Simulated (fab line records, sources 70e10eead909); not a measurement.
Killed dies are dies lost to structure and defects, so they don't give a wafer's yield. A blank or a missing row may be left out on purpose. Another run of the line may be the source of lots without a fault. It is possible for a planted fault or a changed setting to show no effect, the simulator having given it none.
Which tool did it?    flow nand-harc    Sampling: 11 lots, 33 wafers, 4 of 1302 route steps

== WHAT THE GAUGES SHOWED, per wafer ==
NHARC_P_GATE_CD_MEAS_59 targets a cd of 720 nm. Usual: cd-nm reads 720.2 nm (standard deviation 1.3).
lot   measured      on         cd-nm (nm)         flag
L863  day 5 14:19   cd-sem-01  719.9 719.6 719.8  
L864  day 6 06:18   cd-sem-01  723.0 723.9 721.8  
L865  day 6 13:14   cd-sem-01  719.4 718.7 719.1  
L869  day 8 02:51   cd-sem-02  720.6 722.2 721.4  
L871  day 9 03:52   cd-sem-03  720.5 720.4 720.7  
L873  day 9 19:38   cd-sem-01  720.7 721.5 722.1  
L874  day 10 04:51  cd-sem-02  726.2 728.6 727.3  OFF
L883  day 14 02:06  cd-sem-03  721.0 719.8 720.7  
L884  day 14 06:09  cd-sem-01  720.5 719.3 718.6  
L885  day 14 22:15  cd-sem-03  717.6 718.9 720.1  
L886  day 14 23:08  cd-sem-02  718.9 721.0 719.2  

== TOOL THAT RAN EACH LOT (tool first, then ch and the chambers of the sampled wafers, then the start) ==
lot   NHARC_P_GATE_ETCH_104               NHARC_P_GATE_HM_OPEN_105                       NHARC_P_GATE_EXPOSE_56
L863  rie-diel-07 ch 1,2,3, day 5 00:38   rie-diel-07 ch 1,2,3, day 5 14:10 or earlier   krf-scanner-04 ch 0, day 5 14:10
L864  rie-diel-07 ch 0,1,3, day 5 17:03   rie-diel-07 ch 0,1,2, day 6 06:08 or earlier   krf-scanner-02 ch 0, day 6 06:08
L865  rie-diel-01 ch 0,3, day 5 23:54     rie-diel-01 ch 2,3, day 6 13:05 or earlier     krf-scanner-02 ch 0, day 6 13:05
L869  rie-diel-07 ch 0,1,3, day 7 13:31   rie-diel-07 ch 0,1,2, day 8 02:41 or earlier   krf-scanner-04 ch 0, day 8 02:41
L871  rie-diel-05 ch 0,2,3, day 8 14:20   rie-diel-05 ch 0,2,3, day 9 03:43 or earlier   krf-scanner-02 ch 0, day 9 03:43
L873  rie-diel-05 ch 1,2,3, day 9 05:59   rie-diel-05 ch 1,2,3, day 9 19:28 or earlier   krf-scanner-03 ch 0, day 9 19:28
L874  rie-diel-07 ch 0,2,3, day 9 15:14   rie-diel-07 ch 0,2,3, day 10 04:42 or earlier  krf-scanner-04 ch 0, day 10 04:42
L883  rie-diel-01 ch 1,3, day 13 12:29    rie-diel-01 ch 0,1,3, day 14 01:57 or earlier  krf-scanner-04 ch 0, day 14 01:57
L884  rie-diel-07 ch 0,1,2, day 13 16:41  rie-diel-07 ch 0,1,2, day 14 06:00 or earlier  krf-scanner-04 ch 0, day 14 06:00
L885  rie-diel-05 ch 2,3, day 14 08:52    rie-diel-05 ch 0,1, day 14 22:06 or earlier    krf-scanner-04 ch 0, day 14 22:06
L886  rie-diel-05 ch 1,2, day 14 09:38    rie-diel-05 ch 0,2,3, day 14 22:59 or earlier  krf-scanner-02 ch 0, day 14 22:59
- NHARC_P_GATE_ETCH_104: etches the open film in CF4/CHF3, target depth 60 nm.
- NHARC_P_GATE_HM_OPEN_105: chemistry O2/COS, target depth 360 nm.
- NHARC_P_GATE_EXPOSE_56: exposes mask P PSD, target cd 720 nm.

== WHAT THE TOOLS THEMSELVES READ (means of the sampled wafers that have a number; where no wafer has one, the mark that the record gives instead) ==
NHARC_P_GATE_ETCH_104. Usual: drypump-motor-current-A 5.9 A, standard deviation 0.49; oes-product-au 0.955 a.u., standard deviation 0.023; rf-vpp-V 372.3 V, standard deviation 2; showerhead-plenum-p-Torr 1.62 Torr, standard deviation 0.058; throttle-valve-pct 16.803 %, standard deviation 0.0092.
lot   tool         drypump-motor-current-A (A)  oes-product-au (a.u.)  rf-vpp-V (V)  showerhead-plenum-p-Torr (Torr)  throttle-valve-pct (%)  flag
L863  rie-diel-07  6.0                          0.922                  371.6         1.61                             16.805                  
L864  rie-diel-07  5.9                          0.966                  373.0         1.62                             16.804                  
L865  rie-diel-01  6.0                          0.916                  373.7         1.65                             16.802                  
L869  rie-diel-07  5.9                          0.968                  372.6         1.62                             16.805                  
L871  rie-diel-05  6.1                          0.936                  373.2         1.62                             16.811                  
L873  rie-diel-05  6.4                          0.969                  372.1         1.62                             16.801                  
L874  rie-diel-07  5.5                          0.920                  374.4         1.67                             16.810                  
L883  rie-diel-01  5.8                          0.966                  370.7         1.61                             16.812                  
L884  rie-diel-07  5.8                          0.971                  371.2         1.61                             16.803                  
L885  rie-diel-05  6.4                          0.933                  372.3         1.61                             16.797                  
L886  rie-diel-05  6.5                          0.986                  371.1         1.59                             16.795                  

NHARC_P_GATE_HM_OPEN_105. Usual: drypump-motor-current-A 5.9 A, standard deviation 0.5; oes-product-au 1.002 a.u., standard deviation 0.0074; rf-vpp-V 469.0 V, standard deviation 2.5; showerhead-plenum-p-Torr 3.21 Torr, standard deviation 0.12; throttle-valve-pct 28.329 %, standard deviation 0.0089.
lot   tool         drypump-motor-current-A (A)  oes-product-au (a.u.)  rf-vpp-V (V)  showerhead-plenum-p-Torr (Torr)  throttle-valve-pct (%)  flag
L863  rie-diel-07  6.0                          1.003                  469.3         3.20                             28.329                  
L864  rie-diel-07  5.8                          0.991                  469.5         3.20                             28.329                  
L865  rie-diel-01  5.2                          0.989                  466.3         3.10                             28.317                  
L869  rie-diel-07  5.8                          0.999                  468.5         3.20                             28.324                  
L871  rie-diel-05  6.1                          1.003                  469.4         3.21                             28.332                  
L873  rie-diel-05  6.4                          0.998                  468.6         3.21                             28.335                  
L874  rie-diel-07  5.5                          1.001                  471.4         3.31                             28.337                  
L883  rie-diel-01  6.0                          1.001                  469.0         3.22                             28.340                  
L884  rie-diel-07  5.8                          0.997                  468.7         3.19                             28.336                  
L885  rie-diel-05  6.0                          1.008                  469.1         3.18                             28.326                  
L886  rie-diel-05  6.1                          1.009                  468.2         3.21                             28.332                  

NHARC_P_GATE_EXPOSE_56. Usual: exposure-dose-mJ-cm2 reads 14.812 (standard deviation 0.014).
lot   tool            exposure-dose-mJ-cm2  flag
L863  krf-scanner-04  14.811                
L864  krf-scanner-02  14.809                
L865  krf-scanner-02  14.813                
L869  krf-scanner-04  14.810                
L871  krf-scanner-02  14.803                
L873  krf-scanner-03  14.792                
L874  krf-scanner-04  14.808                
L883  krf-scanner-04  14.825                
L884  krf-scanner-04  14.804                
L885  krf-scanner-04  14.825                
L886  krf-scanner-02  14.812                

== THE ANSWER, worked out from the rows above alone ==
Rule: a lot is off if the mean of its wafers that have a number lies more than 3 standard deviations from the usual mean. A lot without any number at a reading at which 4 lots or more have one is off too. All remaining lots with rows at the step are treated as sound. The gauges are gone through in route order, then the tools' own readings, and for those a lot's mean is taken as printed above. The first step at which some lot is off is used, and at that step the reading that is off furthest; a lot without a number counts as furthest.
Off, at NHARC_P_GATE_CD_MEAS_59 on cd-nm: L874.
If a tool, at a process step before that reading, ran all the lots that are off and no sound lot after the first of them, it fits. The gauges at NHARC_P_GATE_CD_MEAS_59 are tried like those tools. NHARC_P_GATE_HM_OPEN_105: start missing for some lots; hours and lot order therefore follow NHARC_P_GATE_EXPOSE_56. None of those tried fits.

== WHAT WAS PUT IN BY THE SIMULATOR ==
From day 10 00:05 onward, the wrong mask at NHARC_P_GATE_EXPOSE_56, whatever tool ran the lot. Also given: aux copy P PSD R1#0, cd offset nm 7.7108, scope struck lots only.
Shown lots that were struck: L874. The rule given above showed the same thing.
